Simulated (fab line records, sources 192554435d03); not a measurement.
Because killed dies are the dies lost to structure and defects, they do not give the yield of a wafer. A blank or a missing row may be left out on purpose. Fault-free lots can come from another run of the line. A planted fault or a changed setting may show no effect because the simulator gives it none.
fab line records ; flow n5Finfet
record: lots: 9; wafers: 27; lastDay: 18
route steps=1938 shown BEOL_M2@880 BEOL_M4@1111 PASSIVATION@1936
lots untouched by any fault: they come from a run of this same line in which no faults occurred
startH: start of the lot's first displayed wafer, in hours after the record's first day ; waitH: hours from the lot's prior step to this one ; " as in the row above ; L1.1+2: a single row standing in for several wafers ; - no value, or no start was given ; * or withheld: withheld ; < > ~ a bound
route shown NAME@n: names a module that has steps shown in the file, with the first one's number in the route ; usual: the fault-free wafers' mean and standard deviation ; same: alike in all rows ; chamber/n: place in a boat ; sites: readings site by site ; _std_site: the standard deviation of these ; _edge_site: inner sites' mean taken away from outer sites' mean ; radiusMm: for every site, how far away it sits from the centre of the wafer ; mask NAME#n: copy n ; behind: the most recent tool/chamber to have shaped the wafer ; hold: cause of the lot's hold/its duration in hours/its outcome ; device: which transistor (n, p or np) failed to switch ; end of line: the same wafers' tests at the end of the route ; a step without rows: its recipe alone ; killed: dies that structure and defects cost at the first sort, which is not the same as the wafer's yield ; map: a wafer's dies, marking killed ones x, the rest . and places with no die _
set.NAME: the setting as run; set.NAME@STEP: as run at that earlier step ; model.NAME: the simulator's own value behind a step, which no gauge read
one table for each step of the route and one row for each wafer, over a sample of lots
services: the hour from which a tool's chamber was out of use, counted from the record's first day as startH (under 0 if before that day), plus the number of hours and why
== steps ==
step: N5_BEOL_M2_ETCH_77
recipe: chemistry: N2/H2; target: underlayer; targetDepthA: 65; maskMaterial: CAR-EUV; timeS: 5.2; ionEnergyEv: 200; pressureMtorr: 30; sourceW: 840; biasW: 150; n2FlowSccm: 200; h2FlowSccm: 200; ends: cleared
usual: drypumpMotorCurrentA: 5.6/0.44; etchRfOnTimeS: 5.21/0.14; oesProductAu: 0.69/0.079; rfVppV: 524.5/2.9; showerheadPlenumPTorr: 2.55/0.098; throttleValvePct: 17.8/0.39
lot.wafer;tool;chamber;startH;waitH;drypumpMotorCurrentA;etchRfOnTimeS;oesProductAu;rfHoursCounterH;rfVppV;showerheadPlenumPTorr;throttleValvePct
L416.1;rieDiel-05;0;156.90;0.0;4.7;5.13;0.76;33;524.3;2.60;17.4
L416.3;rieDiel-05;1;156.90;0.0;5.6;5.16;0.69;109;522.9;2.44;17.8
L416.5;rieDiel-05;1;156.90;0.0;5.6;5.18;0.68;-;521.2;2.44;17.8
L417.2;rieDiel-01;3;163.30;0.0;5.6;5.41;0.65;102;523.7;2.55;17.5
L417.3;rieDiel-01;0;163.30;0.0;5.8;5.25;0.83;1;525.7;2.59;17.8
L417.6;rieDiel-01;0;163.30;0.0;5.8;5.30;0.83;-;525.3;2.59;17.7
L424.1;rieDiel-03;2;221.04;0.0;6.0;4.91;0.76;52;529.1;2.67;17.4
L424.3;rieDiel-03;3;221.04;0.0;5.5;5.43;0.67;100;523.9;2.65;17.5
L424.4;rieDiel-03;0;221.04;0.0;5.5;5.40;0.59;197;522.0;2.42;18.4
L425.1;rieDiel-05;3;222.94;0.0;6.3;5.18;0.76;39;522.7;2.45;17.1
L425.2;rieDiel-05;0;222.94;0.0;4.7;5.28;0.72;56;525.2;2.59;17.5
L425.5;rieDiel-05;3;222.94;0.0;6.3;5.28;0.74;-;522.6;2.45;17.1
L430.1;rieDiel-05;2;244.37;0.0;5.7;5.19;0.56;254;522.9;2.47;18.0
L430.2;rieDiel-05;3;244.37;0.0;6.4;5.25;0.73;46;523.2;2.45;17.2
L430.5;rieDiel-05;1;244.37;0.0;5.6;5.25;0.65;-;522.8;2.43;17.9
L431.3;rieDiel-01;0;248.94;0.0;5.8;5.22;0.74;33;524.7;2.58;17.8
L431.4;rieDiel-01;1;248.94;0.0;5.0;5.21;0.57;248;523.9;2.62;18.5
L431.6;rieDiel-01;0;248.94;0.0;5.8;5.20;0.76;-;523.8;2.58;17.8
L433.1;rieDiel-01;3;259.33;0.0;5.6;5.32;0.63;138;525.8;2.54;17.5
L433.4;rieDiel-01;2;259.33;0.0;5.9;5.18;0.77;-;529.2;2.68;17.7
L433.6;rieDiel-01;0;259.33;0.0;5.8;5.22;0.74;-;526.3;2.58;17.9
L434.2;rieDiel-01;2;274.04;0.0;5.9;5.10;0.77;32;527.6;2.68;17.7
L434.3;rieDiel-01;0;274.04;0.0;5.8;5.15;0.75;43;523.9;2.58;17.9
L434.4;rieDiel-01;3;274.04;0.0;5.6;5.32;0.64;-;523.3;2.54;17.6
L435.1;rieDiel-03;2;285.92;0.0;6.0;4.92;0.73;77;526.1;2.66;17.4
L435.3;rieDiel-03;1;285.92;0.0;5.0;5.06;0.75;35;530.4;2.71;17.8
L435.6;rieDiel-03;3;285.92;0.0;5.4;5.46;0.64;-;527.1;2.64;17.6
step: N5_BEOL_M2_STRIP_36
recipe: chemistry: N2/H2; powerW: 450; tempC: 40; pressureMtorr: 20; rfFrequencyHz: 6e+07; overashFraction: 0.3; biasPowerW: 7; h2Frac: 0.5; n2FlowSccm: 200; h2FlowSccm: 200
usual: biasPowerW: 7.001/0.021; chamberPressureMTorr: 20.00/0.034; drypumpMotorCurrentA: 5.6/0.41; oesProductAu: 0.80/0.091; rfVppV: 59.2/1.4; showerheadPlenumPTorr: 2.57/0.1; throttleValvePct: 23.5/0.58
lot.wafer;tool;chamber;startH;waitH;biasPowerW;chamberPressureMTorr;drypumpMotorCurrentA;oesProductAu;rfHoursCounterH;rfVppV;showerheadPlenumPTorr;throttleValvePct
L416.1;rieDiel-03;3;162.20;0.0;6.988;20.02;5.4;0.79;79;58.9;2.65;23.1
L416.3;rieDiel-03;2;162.20;0.0;7.003;19.95;6.0;0.89;31;58.0;2.67;22.9
L416.5;rieDiel-03;0;162.20;0.0;6.983;20.00;5.5;0.73;-;59.1;2.43;24.4
L417.2;rieDiel-05;1;164.86;0.0;7.003;19.97;5.6;0.78;111;60.6;2.44;23.5
L417.3;rieDiel-05;0;164.86;0.0;6.965;20.02;4.7;0.88;35;60.2;2.59;23.1
L417.6;rieDiel-05;0;164.86;0.0;6.988;19.98;4.7;0.88;-;59.2;2.59;23.0
L424.1;rieDiel-03;1;224.60;0.0;6.989;20.02;5.0;0.91;14;59.6;2.72;23.6
L424.3;rieDiel-03;0;224.60;0.0;7.004;20.02;5.5;0.72;198;59.1;2.42;24.5
L424.4;rieDiel-03;3;224.60;0.0;7.015;20.07;5.4;0.77;101;59.5;2.64;23.2
L425.1;rieDiel-03;3;224.98;0.0;6.995;19.96;5.4;0.77;101;58.3;2.64;23.2
L425.2;rieDiel-03;0;224.98;0.0;6.975;19.96;5.5;0.72;198;60.6;2.42;24.5
L425.5;rieDiel-03;1;224.98;0.0;6.984;20.09;5.0;0.91;-;60.6;2.72;23.6
L430.1;rieDiel-01;1;247.81;0.0;7.014;20.00;5.0;0.66;247;57.1;2.62;24.7
L430.2;rieDiel-01;0;247.81;0.0;6.994;20.03;5.8;0.90;33;60.9;2.58;23.8
L430.5;rieDiel-01;3;247.81;0.0;6.994;19.98;5.6;0.74;-;58.8;2.54;23.1
L431.3;rieDiel-05;0;254.33;0.0;7.023;20.05;4.7;0.84;67;61.5;2.58;23.1
L431.4;rieDiel-05;0;254.33;0.0;6.989;20.03;4.7;0.84;-;59.5;2.58;23.1
L431.6;rieDiel-05;3;254.33;0.0;7.015;20.02;6.3;0.86;-;58.1;2.45;22.7
L433.1;rieDiel-05;1;280.12;0.0;7.006;19.95;5.6;0.75;153;57.4;2.42;23.6
L433.4;rieDiel-05;0;280.12;0.0;7.019;20.01;4.7;0.82;-;58.9;2.57;23.1
L433.6;rieDiel-05;1;280.12;0.0;6.984;20.04;5.6;0.75;-;57.1;2.42;23.6
L434.2;rieDiel-03;3;280.36;0.0;7.004;20.01;5.4;0.76;119;60.4;2.64;23.2
L434.3;rieDiel-03;2;280.36;0.0;7.000;19.93;6.0;0.84;74;59.9;2.65;23.0
L434.4;rieDiel-03;1;280.36;0.0;6.988;20.05;5.1;0.88;32;59.4;2.71;23.6
L435.1;rieDiel-03;0;286.93;0.0;6.990;19.97;5.5;0.71;221;58.1;2.41;24.5
L435.3;rieDiel-03;3;286.93;0.0;7.034;20.01;5.4;0.75;122;58.1;2.63;23.2
L435.6;rieDiel-03;3;286.93;0.0;7.003;19.98;5.4;0.74;-;59.2;2.64;23.2
step: N5_BEOL_M2_STRIP_97
recipe: chemistry: N2/H2; timeS: 10; powerW: 450; tempC: 40; pressureMtorr: 20; rfFrequencyHz: 6e+07; biasPowerW: 7; n2FlowSccm: 200; h2FlowSccm: 200
usual: biasPowerW: 6.999/0.019; chamberPressureMTorr: 19.998/0.017; drypumpMotorCurrentA: 5.6/0.41; oesProductAu: 0.81/0.091; rfVppV: 59.4/0.96; showerheadPlenumPTorr: 2.57/0.1; throttleValvePct: 23.5/0.58
lot.wafer;tool;chamber;startH;waitH;biasPowerW;chamberPressureMTorr;drypumpMotorCurrentA;oesProductAu;rfHoursCounterH;rfVppV;showerheadPlenumPTorr;throttleValvePct
L416.1;rieDiel-03;3;162.32;-;-;-;-;-;-;-;-;-
L416.3;rieDiel-03;2;162.32;-;-;-;-;-;-;-;-;-
L416.5;rieDiel-03;0;162.32;-;-;-;-;-;-;-;-;-
L417.2;rieDiel-05;1;164.97;-;-;-;-;-;-;-;-;-
L417.3;rieDiel-05;0;164.97;-;-;-;-;-;-;-;-;-
L417.6;rieDiel-05;0;164.97;-;-;-;-;-;-;-;-;-
L424.1;rieDiel-03;1;224.72;-;6.991;19.976;5.0;0.92;14;58.9;2.72;23.6
L424.3;rieDiel-03;0;224.72;-;7.015;19.946;5.6;0.72;198;59.2;2.42;24.5
L424.4;rieDiel-03;3;224.72;-;7.018;20.020;5.4;0.79;101;59.2;2.64;23.2
L425.1;rieDiel-03;3;225.10;-;6.964;19.989;5.5;0.78;101;58.8;2.64;23.2
L425.2;rieDiel-03;0;225.10;-;6.986;19.990;5.5;0.73;198;61.3;2.42;24.5
L425.5;rieDiel-03;1;225.10;-;6.996;19.997;5.0;0.92;-;59.6;2.72;23.6
L430.1;rieDiel-01;1;247.92;-;6.981;19.983;5.0;0.66;247;59.9;2.62;24.6
L430.2;rieDiel-01;0;247.92;-;7.028;19.988;5.8;0.89;33;60.3;2.58;23.8
L430.5;rieDiel-01;3;247.92;-;7.018;19.978;5.6;0.75;-;59.1;2.54;23.1
L431.3;rieDiel-05;0;254.44;-;6.991;20.000;4.7;0.82;67;59.3;2.58;23.1
L431.4;rieDiel-05;0;254.44;-;7.017;19.995;4.7;0.82;-;60.4;2.58;23.1
L431.6;rieDiel-05;3;254.44;-;6.971;19.983;6.3;0.86;-;58.2;2.45;22.7
L433.1;rieDiel-05;1;280.23;-;6.996;19.989;5.6;0.76;153;60.5;2.42;23.6
L433.4;rieDiel-05;0;280.23;-;6.964;19.992;4.7;0.84;-;60.4;2.57;23.1
L433.6;rieDiel-05;1;280.23;-;7.015;20.040;5.5;0.75;-;59.0;2.42;23.6
L434.2;rieDiel-03;3;280.48;-;7.044;20.005;5.5;0.76;119;60.4;2.64;23.2
L434.3;rieDiel-03;2;280.48;-;7.006;20.042;6.0;0.83;75;59.8;2.65;23.0
L434.4;rieDiel-03;1;280.48;-;6.965;20.009;5.0;0.87;32;57.0;2.71;23.6
L435.1;rieDiel-03;0;287.04;-;7.007;19.976;5.5;0.71;221;60.2;2.41;24.5
L435.3;rieDiel-03;3;287.04;-;6.983;20.001;5.4;0.77;122;58.8;2.63;23.2
L435.6;rieDiel-03;3;287.04;-;7.016;19.991;5.4;0.77;-;60.5;2.63;23.2
step: N5_BEOL_M2_CD_MEAS_35
recipe: targetCdNm: 18; targetCdYNm: 22.2; polarity: opening
usual: cdNm: 18.1/0.41
lot.wafer;tool;chamber;startH;waitH;cdNm
L416.1;cdSem-02;-;162.56;0.0;18.1
L416.3;cdSem-02;-;162.56;0.0;17.9
L416.5;cdSem-02;-;162.56;0.0;18.1
L417.2;cdSem-03;-;165.21;0.0;18.0
L417.3;cdSem-03;-;165.21;0.0;18.9
L417.6;cdSem-03;-;165.21;0.0;18.1
L424.1;cdSem-01;-;224.96;0.0;18.2
L424.3;cdSem-01;-;224.96;0.0;18.3
L424.4;cdSem-01;-;224.96;0.0;18.3
L425.1;cdSem-03;-;225.33;0.0;16.9
L425.2;cdSem-03;-;225.33;0.0;17.7
L425.5;cdSem-03;-;225.33;0.0;17.8
L430.1;cdSem-02;-;248.15;0.0;19.2
L430.2;cdSem-02;-;248.15;0.0;18.5
L430.5;cdSem-02;-;248.15;0.0;18.5
L431.3;cdSem-03;-;254.69;0.0;18.6
L431.4;cdSem-03;-;254.69;0.0;18.0
L431.6;cdSem-03;-;254.69;0.0;17.5
L433.1;cdSem-02;-;280.48;0.0;18.2
L433.4;cdSem-02;-;280.48;0.0;18.1
L433.6;cdSem-02;-;280.48;0.0;18.7
L434.2;cdSem-02;-;280.71;0.0;18.8
L434.3;cdSem-02;-;280.71;0.0;18.0
L434.4;cdSem-02;-;280.71;0.0;18.3
L435.1;cdSem-02;-;287.28;0.0;17.9
L435.3;cdSem-02;-;287.28;0.0;18.2
L435.6;cdSem-02;-;287.28;0.0;18.4
step: N5_BEOL_M4_RC_MEAS_101
usual: DIBL_N: 37.5/2.5; DIBL_P: 38/3.1; IOFF_N: 0.19/0.059; IOFF_P: 0.24/0.061; ION_N: 679/16; ION_P: 465/9.8; SS_N: 72.0/0.8; SS_P: 73.7/0.86; VT_N: 248/4.5; VT_P: -249/3.5
lot.wafer;tool;chamber;startH;waitH;DIBL_N[mV/V];DIBL_P[mV/V];IOFF_N[nA/um];IOFF_P[nA/um];ION_N[uA/um];ION_P[uA/um];SS_N[mV/dec];SS_P[mV/dec];VT_N[mV];VT_P[mV]
L416.1;prober-02;0;188.58;0.0;37.5;38;0.19;0.24;679;463;71.3;73.4;249;-248
L416.3;prober-02;0;188.58;0.0;41.0;43;0.31;0.37;711;480;72.8;75.0;238;-242
L416.5;prober-02;0;188.58;0.0;37.7;38;0.18;0.25;683;469;72.1;73.4;248;-247
L417.2;prober-02;0;191.94;0.2;31.0;28;0.08;0.12;644;452;70.6;70.8;259;-255
L417.3;prober-02;0;191.94;0.2;33.5;33;0.12;0.18;679;467;69.8;72.5;253;-251
L417.6;prober-02;0;191.94;0.2;33.7;35;0.13;0.19;672;462;70.2;73.0;250;-250
L424.1;prober-02;0;253.23;0.0;35.6;35;0.15;0.17;660;448;71.4;73.2;250;-255
L424.3;prober-02;0;253.23;0.0;34.5;34;0.14;0.17;672;453;71.0;72.5;248;-255
L424.4;prober-02;0;253.23;0.0;37.2;38;0.18;0.22;678;450;71.9;73.9;246;-250
L425.1;prober-02;0;257.03;0.0;37.5;37;0.20;0.30;706;489;70.9;73.4;242;-244
L425.2;prober-02;0;257.03;0.0;36.4;34;0.16;0.23;689;470;72.0;72.9;249;-248
L425.5;prober-02;0;257.03;0.0;36.5;35;0.18;0.26;684;479;71.7;72.7;249;-244
L430.1;prober-02;0;284.19;0.0;34.5;35;0.14;0.21;668;462;70.9;73.5;249;-249
L430.2;prober-02;0;284.19;0.0;36.0;35;0.14;0.20;668;459;71.2;73.8;251;-250
L430.5;prober-02;0;284.19;0.0;39.9;40;0.24;0.28;696;475;71.8;74.1;244;-246
L431.3;prober-02;0;288.15;0.3;37.6;37;0.19;0.24;683;463;72.1;73.9;249;-249
L431.4;prober-02;0;288.15;0.3;35.7;34;0.16;0.21;667;462;71.5;73.3;249;-250
L431.6;prober-02;0;288.15;0.3;37.4;36;0.20;0.24;685;466;72.0;73.8;244;-250
L433.1;prober-01;0;310.43;0.0;38.6;42;0.21;0.29;685;475;72.0;74.4;247;-249
L433.4;prober-01;0;310.43;0.0;39.0;39;0.20;0.23;676;455;71.8;74.7;247;-251
L433.6;prober-01;0;310.43;0.0;39.9;41;0.23;0.26;687;466;72.2;74.6;245;-249
L434.2;prober-02;0;312.12;0.2;37.5;39;0.18;0.22;679;466;72.5;73.7;251;-252
L434.3;prober-02;0;312.12;0.2;34.7;35;0.13;0.17;673;459;71.5;73.4;254;-252
L434.4;prober-02;0;312.12;0.2;37.5;40;0.19;0.26;677;463;72.1;74.5;248;-249
L435.1;prober-02;0;317.13;0.0;36.5;37;0.18;0.22;681;462;72.6;73.0;250;-249
L435.3;prober-02;0;317.13;0.0;36.5;39;0.19;0.27;690;476;72.7;74.0;247;-247
L435.6;prober-02;0;317.13;0.0;36.0;37;0.15;0.20;677;461;72.3;73.7;253;-253
step: N5_PASSIVATION_PROBE_49
usual: defectLimitedYield: 91.0/1.4; killed_at_M0_to_M3: 35/10; killed_at_M4_up: 14/5.5; killedAtContacts: 13/5.6; killedAtFrontEnd: 41/11; killedAtOther: 4/3.4; killedDies: 106/16; killedOnRim: 13/4; killedOpen: 68/12; killedShort: 35/7.3; sort_bin_4_leakage: 0.3/2.1; sort_bin_5_function: 5.3/0.89; sort_bin_6_memory: 3.4/0.67; sortNPass: 1070/28; sortYieldPct: 90.7/2.4
same: grossDies: 1180; killedAtBackSide: 0; sort_bin_8_speed[%]: 0
lot.wafer;tool;chamber;startH;waitH;defectLimitedYield[%];killed_at_M0_to_M3;killed_at_M4_up;killedAtContacts;killedAtFrontEnd;killedAtOther;killedDies;killedOnRim;killedOpen;killedShort;sort_bin_4_leakage[%];sort_bin_5_function[%];sort_bin_6_memory[%];sortNPass;sortYieldPct[%]
L416.1;prober-02;-;304.63;0.0;84.2;119;18;23;25;1;186;29;131;53;0;9.9;5.6;994;84.2
L416.3;prober-02;-;304.73;0.1;84.2;121;11;13;34;8;187;29;138;48;0.2;9.4;5.7;991;84.0
L416.5;prober-02;-;304.83;0.2;83.8;125;16;8;42;0;191;33;149;40;0;10.5;5.3;989;83.8
L417.2;prober-02;-;307.37;0.1;83.9;90;19;12;65;4;190;24;127;56;0;9.2;5.8;990;83.9
L417.3;prober-02;-;307.42;0.1;85.9;91;12;9;53;1;166;18;123;40;0;9.0;4.7;1014;85.9
L417.6;prober-02;-;307.57;0.3;81.9;117;12;17;60;7;213;37;136;66;0;10.7;6.4;967;81.9
L424.1;prober-02;-;376.48;0.0;90.9;43;8;8;47;1;107;18;77;27;0;5.0;3.9;1073;90.9
L424.3;prober-02;-;376.58;0.1;93.9;20;8;19;22;3;72;7;56;14;0;3.6;2.3;1108;93.9
L424.4;prober-02;-;376.63;0.2;92.1;32;8;13;40;0;93;16;62;29;0;4.7;3.1;1087;92.1
L425.1;prober-02;-;379.38;0.0;92.2;32;10;7;39;4;92;12;59;31;0;4.9;2.6;1088;92.2
L425.5;prober-02;-;379.58;0.2;92.0;27;7;12;44;4;94;15;58;33;0;4.0;3.6;1086;92.0
killed by level:class
L416.1 BEOL_M2:geometricParticle:open=72 BEOL_M2:geometricParticle:short=21 MOL_CONTACT_COAG:geometricParticle:open=19 BEOL_M0_SAQP:geometricParticle:open=7 BEOL_M0_SAQP:geometricParticle:short=7 STI_FIN_REVEAL:geometricParticle:open=6 BEOL_M4:geometricParticle:open=6 FIN_SAQP:geometricParticle:short=5
L416.3 BEOL_M2:geometricParticle:open=82 BEOL_M2:geometricParticle:short=18 MOL_CONTACT_COAG:geometricParticle:open=10 FIN_SAQP:geometricParticle:short=9 BEOL_M0_SAQP:geometricParticle:open=8 STI_FIN_REVEAL:geometricParticle:open=7 BEOL_M1:geometricParticle:open=7 FIN_SAQP:geometricParticle:open=4
L416.5 BEOL_M2:geometricParticle:open=79 BEOL_M2:geometricParticle:short=19 BEOL_M1:geometricParticle:open=14 BEOL_M4:geometricParticle:open=10 MOL_CONTACT_COAG:geometricParticle:open=8 STARTING-WAFER:geometricParticle:open=8 FIN_SAQP:geometricParticle:open=7 STI_FIN_REVEAL:geometricParticle:open=6
L417.2 BEOL_M2:geometricParticle:open=66 FIN_SAQP:geometricParticle:short=22 FIN_SAQP:geometricParticle:open=16 BEOL_M2:geometricParticle:short=16 BEOL_M4:geometricParticle:open=13 MOL_CONTACT_COAG:geometricParticle:open=8 GATE_CUT:geometricParticle:open=6 HKMG_FIN:areaEtch=6
L417.3 BEOL_M2:geometricParticle:open=61 FIN_SAQP:geometricParticle:open=22 BEOL_M2:geometricParticle:short=19 FIN_SAQP:geometricParticle:short=10 MOL_CONTACT_COAG:geometricParticle:open=8 BEOL_M0_SAQP:geometricParticle:open=5 STARTING-WAFER:geometricParticle:open=5 DUMMY_GATE:geometricParticle:open=4
L417.6 BEOL_M2:geometricParticle:open=81 BEOL_M2:geometricParticle:short=22 MOL_CONTACT_COAG:geometricParticle:open=12 FIN_SAQP:geometricParticle:short=11 FIN_SAQP:geometricParticle:open=8 HKMG_FIN:areaEtch=6 STI_FIN_REVEAL:geometricParticle:open=5 GATE_CUT:geometricParticle:short=5
L424.1 STI_FIN_REVEAL:geometricParticle:open=19 BEOL_M3:geometricParticle:open=12 BEOL_M2:geometricParticle:open=11 BEOL_M1:geometricParticle:open=8 MOL_CONTACT_COAG:geometricParticle:open=5 STI_FIN_REVEAL:geometricParticle:short=4 GATE_CUT:geometricParticle:short=4 FIN_SAQP:geometricParticle:short=3
L424.3 MOL_CONTACT_COAG:geometricParticle:open=16 STI_FIN_REVEAL:geometricParticle:open=7 BEOL_M1:geometricParticle:open=5 BEOL_M0_SAQP:geometricParticle:open=4 BEOL_M0:geometricParticle:open=4 BEOL_M3:geometricParticle:open=4 FIN_SAQP:geometricParticle:open=3 BEOL_M0_SAQP:geometricParticle:short=3
L424.4 BEOL_M1:geometricParticle:open=15 FIN_SAQP:geometricParticle:open=14 FIN_SAQP:geometricParticle:short=10 MOL_CONTACT_COAG:geometricParticle:open=7 BEOL_M0_SAQP:geometricParticle:short=7 STI_FIN_REVEAL:geometricParticle:open=5 MOL_CONTACT_COAG:geometricParticle:short=4 GATE_CUT:geometricParticle:short=3
L425.1 FIN_SAQP:geometricParticle:short=12 BEOL_M1:geometricParticle:open=11 BEOL_M0_SAQP:geometricParticle:open=6 BEOL_M2:geometricParticle:open=6 DUMMY_GATE:geometricParticle:open=5 MOL_CONTACT_COAG:geometricParticle:open=5 STARTING-WAFER:geometricParticle:open=5 GATE_CUT:geometricParticle:short=4
L425.5 GATE_CUT:geometricParticle:short=11 STI_FIN_REVEAL:geometricParticle:open=10 MOL_CONTACT_COAG:geometricParticle:open=8 DUMMY_GATE:geometricParticle:open=6 BEOL_M1:geometricParticle:open=5 STARTING-WAFER:geometricParticle:short=4 GATE_CUT:geometricParticle:open=4 BEOL_M0_SAQP:geometricParticle:short=4
== services ==
tool;chamber;startH;hours;kind
rieDiel-01;0;141.30;-;clean
rieDiel-01;0;141.30;-;consumableReplace:focusRing
rieDiel-01;0;141.30;18.6;scheduledDown
rieDiel-01;0;141.30;18.6;ventCycle
rieDiel-03;1;157.81;-;clean
rieDiel-03;1;157.81;-;consumableReplace:focusRing
rieDiel-03;1;157.81;-;consumableReplace:showerhead
rieDiel-03;1;157.81;22.6;scheduledDown
rieDiel-03;1;157.81;22.6;ventCycle
rieDiel-01;2;159.92;-;clean
rieDiel-01;2;159.92;-;consumableReplace:focusRing
rieDiel-01;2;159.92;-;consumableReplace:showerhead
rieDiel-01;2;159.92;23.7;scheduledDown
rieDiel-01;2;159.92;23.7;ventCycle
rieDiel-03;0;167.94;1.8;repair
rieDiel-01;3;233.35;4.4;repair
rieDiel-05;2;248.24;5.7;repair
rieDiel-01;1;255.78;-;clean
rieDiel-01;1;255.78;-;consumableReplace:focusRing
rieDiel-01;1;255.78;26.3;scheduledDown
rieDiel-01;1;255.78;26.3;ventCycle
rieDiel-03;1;260.43;9.6;repair
rieDiel-03;3;273.20;6.0;repair
rieDiel-05;-;280.28;28.1;pm
== key ==
firstSign: step: N5_BEOL_M2_STRIP_97; reading: toolRecord; direction: missing
effect: step: N5_PASSIVATION_PROBE_49; reading: killed_at_M0_to_M3; direction: up; sigmas: 7.5; usual: 35; struck: 110
moreKillsBornAt: N5_BEOL_M2_STRIP_97@rieDiel-03: 253; N5_BEOL_M2_STRIP_97@rieDiel-05: 244
metAt N5_BEOL_M2_STRIP_97
struckLots L416,L417
notActingAt N5_BEOL_M2_ETCH_77,N5_BEOL_M2_STRIP_36,N5_BEOL_M2_CD_MEAS_35
fault: kind: skippedStepWhole; tool: rieDiel-03,rieDiel-05; chamber: -; onsetH: 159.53; steps: N5_BEOL_M2_STRIP_97; scope: struckLotsOnly
